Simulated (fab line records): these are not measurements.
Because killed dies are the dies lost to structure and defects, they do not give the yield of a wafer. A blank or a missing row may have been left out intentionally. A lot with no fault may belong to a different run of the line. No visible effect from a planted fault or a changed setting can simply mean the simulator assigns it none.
Chamber matching	flow n5-finfet	3 sister chambers for N5_BEOL_M13_DEP_53 on pecvd-04
The step deposits SiCN from 3MS/NH3, target thk 50 nm, time 17.8 s. 6 wafers are shown with their chamber, then 9 later ones without.

== EACH WAFER AND ITS CHAMBER ==
wafer	chamber	showerhead-plenum-p-Torr (Torr)	throttle-valve-pct (%)
L090.3	2	4.155	16.9
L090.4	0	4.187	16.9
L090.5	1	4.130	17.3
L089.2	2	4.156	16.6
L089.3	0	4.187	16.7
L089.5	1	4.128	17.5

== WAFERS WITH NO CHAMBER GIVEN ==
wafer	showerhead-plenum-p-Torr (Torr)	throttle-valve-pct (%)
L091.2	4.140	17.7
L091.4	4.160	16.8
L091.6	4.137	17.7
L093.1	4.160	16.8
L093.4	4.135	17.5
L093.6	4.180	16.7
L094.1	4.129	17.5
L094.3	4.148	16.7
L094.4	4.189	16.7

== WHICH CHAMBER EACH WENT THROUGH ==
wafer	from the rows above	in truth
L091.2	1	1
L091.4	2	2
L091.6	1	1
L093.1	2	2
L093.4	1	1
L093.6	0	0
L094.1	1	1
L094.3	2	2
L094.4	0	0
Placed correctly: 9 of 9. Can't be placed from these rows: 0. Number placed wrongly: 0.
How it was worked out, from the rows above alone: a wafer's distance from a chamber is the root of the sum, over the readings, of the square of ((its reading less the chamber's mean) divided by the reading's scatter). The wafer belongs to the nearest chamber; if the next one is less than 2 further off, it can't be placed. The mean given for a chamber averages the wafers shown for that chamber. How the scatter is found: for the shown wafers, subtract from each reading the mean of its chamber, square and add these, divide the total by (wafers less chambers), then take the root.
